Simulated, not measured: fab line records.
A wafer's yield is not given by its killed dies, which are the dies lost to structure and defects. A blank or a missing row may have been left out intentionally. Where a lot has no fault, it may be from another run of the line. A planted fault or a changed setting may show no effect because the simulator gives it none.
fab line records || flow n5_finfet || part 2 of 2: steps 24 to 36 of 36
record {"lots": 5, "wafers": 15, "last_day": 18}
route steps=1938 shown BEOL_M11@1595 BEOL_M12@1602
lots that met no fault: from a run of the same line without faults
start_h: the number of hours between the record's first day and the start of the first shown wafer of the lot || wait_h: how many hours have passed since the lot's step before this one || " identical to the entry in the row above || L1.1+2: one row covering several wafers at once || - either no value or no given start || * or withheld: withheld || < > ~ a bound
route shown NAME@n: NAME is a module with steps in the file, n the number in the route of the first one || usual: the fault-free wafers' mean and standard deviation || same: alike in all rows || chamber/n: place in a boat || sites: each site's reading || _std_site: the values' standard deviation || _edge_site: the outer-site mean with the inner-site mean subtracted || radius_mm: how far each site lies from the wafer's centre || mask NAME#n: copy n || behind: the most recent tool/chamber to have shaped the wafer || hold: reason for holding the lot/hours on hold/outcome of the hold || device: the transistor (n, p or np) that didn't switch || end of line: the route-end tests of the same wafers || where a step has no rows: the recipe by itself || killed: count of dies lost to structure and defects at first sort (not the wafer's yield) || map: a wafer's dies, marking killed ones x, the rest . and places with no die _
set.NAME: the run value of the setting; set.NAME@STEP: its run value at that earlier step || model.NAME: the simulator's own value behind a step, which no gauge read
lots at some steps of the route; a table a step, a row a wafer
services: when a tool's chamber went out of use (start_h, in hours from the record's first day, below 0 if earlier), for how many hours, and the reason
## steps
# step N5_BEOL_M12_STRIP_63
# recipe {"chemistry": "N2/H2", "power_w": 1000, "temp_c": 250, "h2_frac": 0.65, "overash_fraction": 0.3, "pressure_mtorr": 1000, "n2_flow_sccm": 1750, "h2_flow_sccm": 3250}
# usual {"drypump_motor_current_A": "5.8/0.51", "heater_power_w": "350/52", "n2_flow_sccm": "1750/5.1", "oes_product_au": "0.693/0.0046", "strip_time_to_endpoint_s": "42.7/0.76"}
{"lot.wafer": "L076.1", "tool": "plasma_asher-01", "chamber": 0, "start_h": 284.65, "wait_h": "-", "drypump_motor_current_A": 6.1, "heater_power_w": 265, "n2_flow_sccm": 1749, "oes_product_au": 0.686, "rf_hours_counter_h": 130, "strip_time_to_endpoint_s": 42.1}
{"lot.wafer": "L076.4", "tool": "plasma_asher-01", "chamber": 1, "start_h": 284.65, "wait_h": "-", "drypump_motor_current_A": 6.5, "heater_power_w": 354, "n2_flow_sccm": 1759, "oes_product_au": 0.689, "rf_hours_counter_h": "-", "strip_time_to_endpoint_s": 41.8}
{"lot.wafer": "L076.6", "tool": "plasma_asher-01", "chamber": 0, "start_h": 284.65, "wait_h": "-", "drypump_motor_current_A": 6.1, "heater_power_w": 273, "n2_flow_sccm": 1746, "oes_product_au": 0.692, "rf_hours_counter_h": "-", "strip_time_to_endpoint_s": 41.3}
{"lot.wafer": "L080.1", "tool": "plasma_asher-02", "chamber": 1, "start_h": 301.69, "wait_h": "-", "drypump_motor_current_A": 5.8, "heater_power_w": 398, "n2_flow_sccm": 1756, "oes_product_au": 0.691, "rf_hours_counter_h": 80, "strip_time_to_endpoint_s": 42.4}
{"lot.wafer": "L080.4", "tool": "plasma_asher-02", "chamber": 1, "start_h": 301.69, "wait_h": "-", "drypump_motor_current_A": 5.8, "heater_power_w": 406, "n2_flow_sccm": 1752, "oes_product_au": 0.695, "rf_hours_counter_h": "-", "strip_time_to_endpoint_s": 42.0}
{"lot.wafer": "L080.5", "tool": "plasma_asher-02", "chamber": 0, "start_h": 301.69, "wait_h": "-", "drypump_motor_current_A": 5.1, "heater_power_w": 342, "n2_flow_sccm": 1759, "oes_product_au": 0.694, "rf_hours_counter_h": "-", "strip_time_to_endpoint_s": 42.3}
{"lot.wafer": "L077.2", "tool": "plasma_asher-02", "chamber": 1, "start_h": 302.32, "wait_h": "-", "drypump_motor_current_A": 5.8, "heater_power_w": 422, "n2_flow_sccm": 1750, "oes_product_au": 0.686, "rf_hours_counter_h": 80, "strip_time_to_endpoint_s": 43.1}
{"lot.wafer": "L077.3", "tool": "plasma_asher-02", "chamber": 1, "start_h": 302.32, "wait_h": "-", "drypump_motor_current_A": 5.8, "heater_power_w": 415, "n2_flow_sccm": 1751, "oes_product_au": 0.695, "rf_hours_counter_h": "-", "strip_time_to_endpoint_s": 41.7}
{"lot.wafer": "L077.6", "tool": "plasma_asher-02", "chamber": 1, "start_h": 302.32, "wait_h": "-", "drypump_motor_current_A": 5.8, "heater_power_w": 416, "n2_flow_sccm": 1753, "oes_product_au": 0.690, "rf_hours_counter_h": "-", "strip_time_to_endpoint_s": 41.6}
{"lot.wafer": "L087.1", "tool": "plasma_asher-02", "chamber": 0, "start_h": 345.83, "wait_h": "-", "drypump_motor_current_A": 5.1, "heater_power_w": 341, "n2_flow_sccm": 1750, "oes_product_au": 0.691, "rf_hours_counter_h": 87, "strip_time_to_endpoint_s": 43.4}
{"lot.wafer": "L087.2", "tool": "plasma_asher-02", "chamber": 1, "start_h": 345.83, "wait_h": "-", "drypump_motor_current_A": 5.8, "heater_power_w": 416, "n2_flow_sccm": 1761, "oes_product_au": 0.690, "rf_hours_counter_h": 87, "strip_time_to_endpoint_s": 42.9}
{"lot.wafer": "L087.3", "tool": "plasma_asher-02", "chamber": 0, "start_h": 345.83, "wait_h": "-", "drypump_motor_current_A": 5.1, "heater_power_w": 347, "n2_flow_sccm": 1751, "oes_product_au": 0.696, "rf_hours_counter_h": "-", "strip_time_to_endpoint_s": 43.0}
{"lot.wafer": "L095.2", "tool": "plasma_asher-01", "chamber": 0, "start_h": 404.99, "wait_h": "-", "drypump_motor_current_A": 6.0, "heater_power_w": 273, "n2_flow_sccm": 1760, "oes_product_au": 0.690, "rf_hours_counter_h": 155, "strip_time_to_endpoint_s": 42.9}
{"lot.wafer": "L095.4", "tool": "plasma_asher-01", "chamber": 1, "start_h": 404.99, "wait_h": "-", "drypump_motor_current_A": 6.5, "heater_power_w": 356, "n2_flow_sccm": 1746, "oes_product_au": 0.697, "rf_hours_counter_h": "-", "strip_time_to_endpoint_s": 42.8}
{"lot.wafer": "L095.5", "tool": "plasma_asher-01", "chamber": 0, "start_h": 404.99, "wait_h": "-", "drypump_motor_current_A": 6.0, "heater_power_w": 266, "n2_flow_sccm": 1755, "oes_product_au": 0.695, "rf_hours_counter_h": "-", "strip_time_to_endpoint_s": 43.3}
# step N5_BEOL_M12_STRIP_64
# recipe {"chemistry": "N2/H2", "power_w": 1000, "temp_c": 250, "h2_frac": 0.65, "overash_fraction": 0.3, "pressure_mtorr": "withheld", "n2_flow_sccm": 1750, "h2_flow_sccm": 3250}
# usual {"drypump_motor_current_A": "5.9/0.51", "heater_power_w": "349/52", "n2_flow_sccm": "1750/5.1", "oes_product_au": "0.715/0.0048", "strip_time_to_endpoint_s": "31.38/0.065"}
{"lot.wafer": "L076.1", "tool": "plasma_asher-01", "chamber": 0, "start_h": 284.71, "wait_h": 0.0, "drypump_motor_current_A": 6.0, "heater_power_w": 269, "n2_flow_sccm": 1751, "oes_product_au": 0.715, "rf_hours_counter_h": 130, "strip_time_to_endpoint_s": 31.36}
{"lot.wafer": "L076.4", "tool": "plasma_asher-01", "chamber": 1, "start_h": 284.71, "wait_h": 0.0, "drypump_motor_current_A": 6.5, "heater_power_w": 352, "n2_flow_sccm": 1755, "oes_product_au": 0.716, "rf_hours_counter_h": "-", "strip_time_to_endpoint_s": 31.38}
{"lot.wafer": "L076.6", "tool": "plasma_asher-01", "chamber": 0, "start_h": 284.71, "wait_h": 0.0, "drypump_motor_current_A": 6.0, "heater_power_w": 268, "n2_flow_sccm": 1748, "oes_product_au": 0.713, "rf_hours_counter_h": "-", "strip_time_to_endpoint_s": 31.27}
{"lot.wafer": "L080.1", "tool": "plasma_asher-02", "chamber": 1, "start_h": 301.75, "wait_h": 0.0, "drypump_motor_current_A": 5.9, "heater_power_w": 423, "n2_flow_sccm": 1758, "oes_product_au": 0.715, "rf_hours_counter_h": 80, "strip_time_to_endpoint_s": 31.23}
{"lot.wafer": "L080.4", "tool": "plasma_asher-02", "chamber": 1, "start_h": 301.75, "wait_h": 0.0, "drypump_motor_current_A": 5.8, "heater_power_w": 418, "n2_flow_sccm": 1753, "oes_product_au": 0.721, "rf_hours_counter_h": "-", "strip_time_to_endpoint_s": 31.25}
{"lot.wafer": "L080.5", "tool": "plasma_asher-02", "chamber": 0, "start_h": 301.75, "wait_h": 0.0, "drypump_motor_current_A": 5.1, "heater_power_w": 342, "n2_flow_sccm": 1738, "oes_product_au": 0.713, "rf_hours_counter_h": "-", "strip_time_to_endpoint_s": 31.28}
{"lot.wafer": "L077.2", "tool": "plasma_asher-02", "chamber": 1, "start_h": 302.38, "wait_h": 0.0, "drypump_motor_current_A": 5.9, "heater_power_w": 414, "n2_flow_sccm": 1749, "oes_product_au": 0.720, "rf_hours_counter_h": 80, "strip_time_to_endpoint_s": 31.55}
{"lot.wafer": "L077.3", "tool": "plasma_asher-02", "chamber": 1, "start_h": 302.38, "wait_h": 0.0, "drypump_motor_current_A": 5.8, "heater_power_w": 412, "n2_flow_sccm": 1746, "oes_product_au": 0.709, "rf_hours_counter_h": "-", "strip_time_to_endpoint_s": 31.36}
{"lot.wafer": "L077.6", "tool": "plasma_asher-02", "chamber": 1, "start_h": 302.38, "wait_h": 0.0, "drypump_motor_current_A": 5.8, "heater_power_w": 410, "n2_flow_sccm": 1740, "oes_product_au": 0.718, "rf_hours_counter_h": "-", "strip_time_to_endpoint_s": 31.43}
{"lot.wafer": "L087.1", "tool": "plasma_asher-02", "chamber": 0, "start_h": 345.89, "wait_h": 0.0, "drypump_motor_current_A": 5.1, "heater_power_w": 343, "n2_flow_sccm": 1738, "oes_product_au": 0.715, "rf_hours_counter_h": 87, "strip_time_to_endpoint_s": 31.28}
{"lot.wafer": "L087.2", "tool": "plasma_asher-02", "chamber": 1, "start_h": 345.89, "wait_h": 0.0, "drypump_motor_current_A": 5.9, "heater_power_w": 422, "n2_flow_sccm": 1747, "oes_product_au": 0.708, "rf_hours_counter_h": 87, "strip_time_to_endpoint_s": 31.39}
{"lot.wafer": "L087.3", "tool": "plasma_asher-02", "chamber": 0, "start_h": 345.89, "wait_h": 0.0, "drypump_motor_current_A": 5.1, "heater_power_w": 348, "n2_flow_sccm": 1748, "oes_product_au": 0.714, "rf_hours_counter_h": "-", "strip_time_to_endpoint_s": 31.35}
{"lot.wafer": "L095.2", "tool": "plasma_asher-01", "chamber": 0, "start_h": 405.05, "wait_h": 0.0, "drypump_motor_current_A": 6.1, "heater_power_w": 268, "n2_flow_sccm": 1741, "oes_product_au": 0.722, "rf_hours_counter_h": 155, "strip_time_to_endpoint_s": 31.41}
{"lot.wafer": "L095.4", "tool": "plasma_asher-01", "chamber": 1, "start_h": 405.05, "wait_h": 0.0, "drypump_motor_current_A": 6.5, "heater_power_w": 357, "n2_flow_sccm": 1749, "oes_product_au": 0.716, "rf_hours_counter_h": "-", "strip_time_to_endpoint_s": 31.33}
{"lot.wafer": "L095.5", "tool": "plasma_asher-01", "chamber": 0, "start_h": 405.05, "wait_h": 0.0, "drypump_motor_current_A": 6.1, "heater_power_w": 274, "n2_flow_sccm": 1757, "oes_product_au": 0.710, "rf_hours_counter_h": "-", "strip_time_to_endpoint_s": 31.32}
# step N5_BEOL_M12_STRIP_71
# recipe {"chemistry": "post_etch_residue_remover", "time_s": 60, "temp_c": 25, "remover_ph": "withheld", "remover_water_wt_pct": "withheld", "remover_fluoride_wt_pct": "withheld"}
{"lot.wafer": "L076.1+4+6", "tool": "wet_bench-03", "chamber": "5,2,6", "start_h": 284.80, "wait_h": 0.1}
{"lot.wafer": "L080.1+4+5", "tool": "wet_bench-03", "chamber": "1,5,4", "start_h": 301.84, "wait_h": 0.1}
{"lot.wafer": "L077.2+3+6", "tool": "wet_bench-06", "chamber": "4,2,3", "start_h": 302.46, "wait_h": 0.1}
{"lot.wafer": "L087.1+2+3", "tool": "wet_bench-03", "chamber": "2,4,6", "start_h": 345.97, "wait_h": 0.1}
{"lot.wafer": "L095.2+4+5", "tool": "wet_bench-04", "chamber": "0,3,4", "start_h": 405.14, "wait_h": 0.1}
# step N5_BEOL_M12_SRD_72
# recipe {"time_s": 30, "temp_c": 23, "rinse_liquid": "diw", "dry": "n2_spin", "spin_rpm": 1500, "dry_time_s": 30}
{"lot.wafer": "L076.1+4+6", "tool": "wet_bench-03", "chamber": "5,2,6", "start_h": 284.82, "wait_h": 0.0}
{"lot.wafer": "L080.1+4+5", "tool": "wet_bench-03", "chamber": "1,5,4", "start_h": 301.88, "wait_h": 0.0}
{"lot.wafer": "L077.2+3+6", "tool": "wet_bench-06", "chamber": "4,2,3", "start_h": 302.48, "wait_h": 0.0}
{"lot.wafer": "L087.1+2+3", "tool": "wet_bench-03", "chamber": "2,4,6", "start_h": 345.99, "wait_h": 0.0}
{"lot.wafer": "L095.2+4+5", "tool": "wet_bench-04", "chamber": "0,3,4", "start_h": 405.15, "wait_h": 0.0}
# step N5_BEOL_M12_CD_MEAS_17
# recipe {"target_cd_nm": 140, "polarity": "opening"}
# usual {"cd_nm": "140.2/1.5"}
{"lot.wafer": "L076.1", "tool": "cd_sem-02", "chamber": "-", "start_h": 284.86, "wait_h": 0.0, "cd_nm": 141.1}
{"lot.wafer": "L076.4", "tool": "cd_sem-02", "chamber": "-", "start_h": 284.86, "wait_h": 0.0, "cd_nm": 139.5}
{"lot.wafer": "L076.6", "tool": "cd_sem-02", "chamber": "-", "start_h": 284.86, "wait_h": 0.0, "cd_nm": 139.8}
{"lot.wafer": "L080.1", "tool": "cd_sem-03", "chamber": "-", "start_h": 301.93, "wait_h": 0.0, "cd_nm": 140.9}
{"lot.wafer": "L080.4", "tool": "cd_sem-03", "chamber": "-", "start_h": 301.93, "wait_h": 0.0, "cd_nm": 139.6}
{"lot.wafer": "L080.5", "tool": "cd_sem-03", "chamber": "-", "start_h": 301.93, "wait_h": 0.0, "cd_nm": 139.1}
{"lot.wafer": "L077.2", "tool": "cd_sem-03", "chamber": "-", "start_h": 302.53, "wait_h": 0.0, "cd_nm": 141.3}
{"lot.wafer": "L077.3", "tool": "cd_sem-03", "chamber": "-", "start_h": 302.53, "wait_h": 0.0, "cd_nm": 140.1}
{"lot.wafer": "L077.6", "tool": "cd_sem-03", "chamber": "-", "start_h": 302.53, "wait_h": 0.0, "cd_nm": 141.6}
{"lot.wafer": "L087.1", "tool": "cd_sem-01", "chamber": "-", "start_h": 346.03, "wait_h": 0.0, "cd_nm": 140.3}
{"lot.wafer": "L087.2", "tool": "cd_sem-01", "chamber": "-", "start_h": 346.03, "wait_h": 0.0, "cd_nm": 140.4}
{"lot.wafer": "L087.3", "tool": "cd_sem-01", "chamber": "-", "start_h": 346.03, "wait_h": 0.0, "cd_nm": 139.6}
{"lot.wafer": "L095.2", "tool": "cd_sem-02", "chamber": "-", "start_h": 405.20, "wait_h": 0.0, "cd_nm": 139.1}
{"lot.wafer": "L095.4", "tool": "cd_sem-02", "chamber": "-", "start_h": 405.20, "wait_h": 0.0, "cd_nm": 140.2}
{"lot.wafer": "L095.5", "tool": "cd_sem-02", "chamber": "-", "start_h": 405.20, "wait_h": 0.0, "cd_nm": 138.5}
# step N5_BEOL_M12_COAT_65
# recipe {"resist": "SOC", "temp_c": 250, "time_s": 60, "spin_rpm": 1500, "resist_thk_nm": 300}
# usual {"dispense_pressure_kPa": "50/3.5"}
{"lot.wafer": "L076.1", "tool": "litho_track-04", "chamber": 0, "start_h": 284.90, "wait_h": 0.0, "dispense_pressure_kPa": 51}
{"lot.wafer": "L076.4", "tool": "litho_track-04", "chamber": 0, "start_h": 284.90, "wait_h": 0.0, "dispense_pressure_kPa": 51}
{"lot.wafer": "L076.6", "tool": "litho_track-04", "chamber": 0, "start_h": 284.90, "wait_h": 0.0, "dispense_pressure_kPa": 51}
{"lot.wafer": "L080.1", "tool": "litho_track-02", "chamber": 0, "start_h": 301.97, "wait_h": 0.0, "dispense_pressure_kPa": 45}
{"lot.wafer": "L080.4", "tool": "litho_track-02", "chamber": 0, "start_h": 301.97, "wait_h": 0.0, "dispense_pressure_kPa": 45}
{"lot.wafer": "L080.5", "tool": "litho_track-02", "chamber": 0, "start_h": 301.97, "wait_h": 0.0, "dispense_pressure_kPa": 45}
{"lot.wafer": "L077.2", "tool": "litho_track-04", "chamber": 0, "start_h": 302.57, "wait_h": 0.0, "dispense_pressure_kPa": 51}
{"lot.wafer": "L077.3", "tool": "litho_track-04", "chamber": 0, "start_h": 302.57, "wait_h": 0.0, "dispense_pressure_kPa": 51}
{"lot.wafer": "L077.6", "tool": "litho_track-04", "chamber": 0, "start_h": 302.57, "wait_h": 0.0, "dispense_pressure_kPa": 51}
{"lot.wafer": "L087.1", "tool": "litho_track-04", "chamber": 0, "start_h": 346.07, "wait_h": 0.0, "dispense_pressure_kPa": 51}
{"lot.wafer": "L087.2", "tool": "litho_track-04", "chamber": 0, "start_h": 346.07, "wait_h": 0.0, "dispense_pressure_kPa": 51}
{"lot.wafer": "L087.3", "tool": "litho_track-04", "chamber": 0, "start_h": 346.07, "wait_h": 0.0, "dispense_pressure_kPa": 51}
{"lot.wafer": "L095.2", "tool": "litho_track-02", "chamber": 0, "start_h": 405.23, "wait_h": 0.0, "dispense_pressure_kPa": 45}
{"lot.wafer": "L095.4", "tool": "litho_track-02", "chamber": 0, "start_h": 405.23, "wait_h": 0.0, "dispense_pressure_kPa": 45}
{"lot.wafer": "L095.5", "tool": "litho_track-02", "chamber": 0, "start_h": 405.23, "wait_h": 0.0, "dispense_pressure_kPa": 45}
# step N5_BEOL_M12_COAT_66
# recipe {"resist": "SiARC", "temp_c": 220, "time_s": 60, "spin_rpm": 1500, "resist_thk_nm": 110}
# usual {"dispense_pressure_kPa": "50/3.5"}
{"lot.wafer": "L076.1", "tool": "litho_track-04", "chamber": 0, "start_h": "-", "wait_h": "-", "dispense_pressure_kPa": 51}
{"lot.wafer": "L076.4", "tool": "litho_track-04", "chamber": 0, "start_h": "-", "wait_h": "-", "dispense_pressure_kPa": 51}
{"lot.wafer": "L076.6", "tool": "litho_track-04", "chamber": 0, "start_h": "-", "wait_h": "-", "dispense_pressure_kPa": 51}
{"lot.wafer": "L080.1", "tool": "litho_track-02", "chamber": 0, "start_h": "-", "wait_h": "-", "dispense_pressure_kPa": 45}
{"lot.wafer": "L080.4", "tool": "litho_track-02", "chamber": 0, "start_h": "-", "wait_h": "-", "dispense_pressure_kPa": 45}
{"lot.wafer": "L080.5", "tool": "litho_track-02", "chamber": 0, "start_h": "-", "wait_h": "-", "dispense_pressure_kPa": 45}
{"lot.wafer": "L077.2", "tool": "litho_track-04", "chamber": 0, "start_h": "-", "wait_h": "-", "dispense_pressure_kPa": 51}
{"lot.wafer": "L077.3", "tool": "litho_track-04", "chamber": 0, "start_h": "-", "wait_h": "-", "dispense_pressure_kPa": 51}
{"lot.wafer": "L077.6", "tool": "litho_track-04", "chamber": 0, "start_h": "-", "wait_h": "-", "dispense_pressure_kPa": 51}
{"lot.wafer": "L087.1", "tool": "litho_track-04", "chamber": 0, "start_h": "-", "wait_h": "-", "dispense_pressure_kPa": 51}
{"lot.wafer": "L087.2", "tool": "litho_track-04", "chamber": 0, "start_h": "-", "wait_h": "-", "dispense_pressure_kPa": 51}
{"lot.wafer": "L087.3", "tool": "litho_track-04", "chamber": 0, "start_h": "-", "wait_h": "-", "dispense_pressure_kPa": 51}
{"lot.wafer": "L095.2", "tool": "litho_track-02", "chamber": 0, "start_h": "-", "wait_h": "-", "dispense_pressure_kPa": 45}
{"lot.wafer": "L095.4", "tool": "litho_track-02", "chamber": 0, "start_h": "-", "wait_h": "-", "dispense_pressure_kPa": 45}
{"lot.wafer": "L095.5", "tool": "litho_track-02", "chamber": 0, "start_h": "-", "wait_h": "-", "dispense_pressure_kPa": 45}
# step N5_BEOL_M12_COAT_22
# recipe {"spin_rpm": 2888, "resist_thk_nm": 300}
# usual {"dispense_pressure_kPa": "50/3.5"}
{"lot.wafer": "L076.1", "tool": "litho_track-04", "chamber": 0, "start_h": "-", "wait_h": "-", "dispense_pressure_kPa": 51}
{"lot.wafer": "L076.4", "tool": "litho_track-04", "chamber": 0, "start_h": "-", "wait_h": "-", "dispense_pressure_kPa": 51}
{"lot.wafer": "L076.6", "tool": "litho_track-04", "chamber": 0, "start_h": "-", "wait_h": "-", "dispense_pressure_kPa": 51}
{"lot.wafer": "L080.1", "tool": "litho_track-02", "chamber": 0, "start_h": "-", "wait_h": "-", "dispense_pressure_kPa": 45}
{"lot.wafer": "L080.4", "tool": "litho_track-02", "chamber": 0, "start_h": "-", "wait_h": "-", "dispense_pressure_kPa": 45}
{"lot.wafer": "L080.5", "tool": "litho_track-02", "chamber": 0, "start_h": "-", "wait_h": "-", "dispense_pressure_kPa": 46}
{"lot.wafer": "L077.2", "tool": "litho_track-04", "chamber": 0, "start_h": "-", "wait_h": "-", "dispense_pressure_kPa": 51}
{"lot.wafer": "L077.3", "tool": "litho_track-04", "chamber": 0, "start_h": "-", "wait_h": "-", "dispense_pressure_kPa": 51}
{"lot.wafer": "L077.6", "tool": "litho_track-04", "chamber": 0, "start_h": "-", "wait_h": "-", "dispense_pressure_kPa": 51}
{"lot.wafer": "L087.1", "tool": "litho_track-04", "chamber": 0, "start_h": "-", "wait_h": "-", "dispense_pressure_kPa": 51}
{"lot.wafer": "L087.2", "tool": "litho_track-04", "chamber": 0, "start_h": "-", "wait_h": "-", "dispense_pressure_kPa": 51}
{"lot.wafer": "L087.3", "tool": "litho_track-04", "chamber": 0, "start_h": "-", "wait_h": "-", "dispense_pressure_kPa": 52}
{"lot.wafer": "L095.2", "tool": "litho_track-02", "chamber": 0, "start_h": "-", "wait_h": "-", "dispense_pressure_kPa": 46}
{"lot.wafer": "L095.4", "tool": "litho_track-02", "chamber": 0, "start_h": "-", "wait_h": "-", "dispense_pressure_kPa": 46}
{"lot.wafer": "L095.5", "tool": "litho_track-02", "chamber": 0, "start_h": "-", "wait_h": "-", "dispense_pressure_kPa": 46}
# step N5_BEOL_M12_EBR_24
# recipe {"solvent": "PGMEA", "ebr_width_mm": 1.5}
{"lot.wafer": "L076.1+4+6", "tool": "litho_track-04", "chamber": 0, "start_h": "-", "wait_h": "-"}
{"lot.wafer": "L080.1+4+5", "tool": "litho_track-02", "chamber": 0, "start_h": "-", "wait_h": "-"}
{"lot.wafer": "L077.2+3+6", "tool": "litho_track-04", "chamber": 0, "start_h": "-", "wait_h": "-"}
{"lot.wafer": "L087.1+2+3", "tool": "litho_track-04", "chamber": 0, "start_h": "-", "wait_h": "-"}
{"lot.wafer": "L095.2+4+5", "tool": "litho_track-02", "chamber": 0, "start_h": "-", "wait_h": "-"}
# step N5_BEOL_M12_SOFTBAKE_23
# recipe {"temp_c": 130, "time_s": 60}
{"lot.wafer": "L076.1+4+6", "tool": "litho_track-04", "chamber": 0, "start_h": "-", "wait_h": "-"}
{"lot.wafer": "L080.1+4+5", "tool": "litho_track-02", "chamber": 0, "start_h": "-", "wait_h": "-"}
{"lot.wafer": "L077.2+3+6", "tool": "litho_track-04", "chamber": 0, "start_h": "-", "wait_h": "-"}
{"lot.wafer": "L087.1+2+3", "tool": "litho_track-04", "chamber": 0, "start_h": "-", "wait_h": "-"}
{"lot.wafer": "L095.2+4+5", "tool": "litho_track-02", "chamber": 0, "start_h": "-", "wait_h": "-"}
# step N5_BEOL_M12_EXPOSE_25
# recipe {"mask_id": "M12", "na": 0.93, "source_shape": "conventional", "sigma_outer": 0.4, "polarization": "unpolarized", "dose_mj": 21.8}
{"lot.wafer": "L076.1+4+6", "tool": "krf_scanner-02", "chamber": 0, "start_h": 285.14, "wait_h": "-", "mask": "M12#0"}
{"lot.wafer": "L080.1+4+5", "tool": "krf_scanner-01", "chamber": 0, "start_h": 302.21, "wait_h": "-", "mask": "M12#0"}
{"lot.wafer": "L077.2+3+6", "tool": "krf_scanner-01", "chamber": 0, "start_h": 302.69, "wait_h": "-", "mask": "M12#0"}
{"lot.wafer": "L087.1+2+3", "tool": "krf_scanner-02", "chamber": 0, "start_h": 346.19, "wait_h": "-", "mask": "M12#0"}
{"lot.wafer": "L095.2+4+5", "tool": "krf_scanner-01", "chamber": 0, "start_h": 405.48, "wait_h": "-", "mask": "M12#0"}
# step N5_BEOL_M12_PEB_26
# recipe {"peb_temp_c": 130, "peb_time_s": 90}
{"lot.wafer": "L076.1+4+6", "tool": "litho_track-02", "chamber": 0, "start_h": 285.20, "wait_h": 0.1}
{"lot.wafer": "L080.1+4+5", "tool": "litho_track-04", "chamber": 0, "start_h": 302.27, "wait_h": 0.1}
{"lot.wafer": "L077.2+3+6", "tool": "litho_track-02", "chamber": 0, "start_h": 302.74, "wait_h": 0.0}
{"lot.wafer": "L087.1+2+3", "tool": "litho_track-02", "chamber": 0, "start_h": 346.24, "wait_h": 0.1}
{"lot.wafer": "L095.2+4+5", "tool": "litho_track-04", "chamber": 0, "start_h": 405.53, "wait_h": 0.0}
# step N5_BEOL_M12_DEVELOP_27
# recipe {"develop_time_s": 45, "rinse_liquid": "diw", "dry": "air_spin", "dev_temp_c": 21}
{"lot.wafer": "L076.1+4+6", "tool": "litho_track-02", "chamber": 0, "start_h": "-", "wait_h": "-"}
{"lot.wafer": "L080.1+4+5", "tool": "litho_track-04", "chamber": 0, "start_h": "-", "wait_h": "-"}
{"lot.wafer": "L077.2+3+6", "tool": "litho_track-02", "chamber": 0, "start_h": "-", "wait_h": "-"}
{"lot.wafer": "L087.1+2+3", "tool": "litho_track-02", "chamber": 0, "start_h": "-", "wait_h": "-"}
{"lot.wafer": "L095.2+4+5", "tool": "litho_track-04", "chamber": 0, "start_h": "-", "wait_h": "-"}
## services
{"tool": "cmp-04", "chamber": "-", "start_h": 264.04, "hours": 5.4, "kind": "repair"}
{"tool": "rie_diel-01", "chamber": 0, "start_h": 264.71, "hours": 3.7, "kind": "repair"}
{"tool": "cmp-01", "chamber": "-", "start_h": 265.45, "hours": 0.5, "kind": "repair"}
{"tool": "pecvd-03", "chamber": "-", "start_h": 270.21, "hours": 0.6, "kind": "repair"}
{"tool": "krf_scanner-01", "chamber": "-", "start_h": 273.84, "hours": 1.3, "kind": "pm"}
{"tool": "krf_scanner-01", "chamber": "-", "start_h": 285.55, "hours": 0.3, "kind": "repair"}
{"tool": "plasma_asher-02", "chamber": "-", "start_h": 288.01, "hours": 2.1, "kind": "repair"}
{"tool": "pecvd-03", "chamber": 0, "start_h": 296.00, "hours": 7.2, "kind": "repair"}
{"tool": "plasma_asher-02", "chamber": "-", "start_h": 310.20, "hours": 14.6, "kind": "pm"}
{"tool": "krf_scanner-02", "chamber": "-", "start_h": 310.33, "hours": 1.3, "kind": "pm"}
{"tool": "krf_scanner-02", "chamber": "-", "start_h": 311.63, "hours": 1.0, "kind": "pm"}
{"tool": "cmp-04", "chamber": "-", "start_h": 316.71, "hours": 4.0, "kind": "pm"}
{"tool": "pecvd-03", "chamber": 2, "start_h": 318.15, "hours": 4.3, "kind": "repair"}
{"tool": "krf_scanner-02", "chamber": "-", "start_h": 321.43, "hours": 2.0, "kind": "repair"}
{"tool": "krf_scanner-01", "chamber": "-", "start_h": 325.57, "hours": 1.0, "kind": "pm"}
{"tool": "plasma_asher-02", "chamber": "-", "start_h": 332.58, "hours": 3.2, "kind": "repair"}
{"tool": "plasma_asher-01", "chamber": "-", "start_h": 336.00, "hours": 15.6, "kind": "pm"}
{"tool": "krf_scanner-02", "chamber": "-", "start_h": 336.33, "hours": 0.8, "kind": "pm"}
{"tool": "krf_scanner-02", "chamber": "-", "start_h": 338.38, "hours": 1.5, "kind": "repair"}
{"tool": "krf_scanner-01", "chamber": "-", "start_h": 345.63, "hours": 0.8, "kind": "pm"}
{"tool": "rie_diel-03", "chamber": "-", "start_h": 353.27, "hours": 4.3, "kind": "pm"}
{"tool": "wet_bench-06", "chamber": "-", "start_h": 356.69, "hours": 3.2, "kind": "repair"}
{"tool": "pecvd-03", "chamber": "-", "start_h": 363.53, "hours": 2.8, "kind": "pm"}
{"tool": "plasma_asher-02", "chamber": "-", "start_h": 403.43, "hours": 2.2, "kind": "repair"}
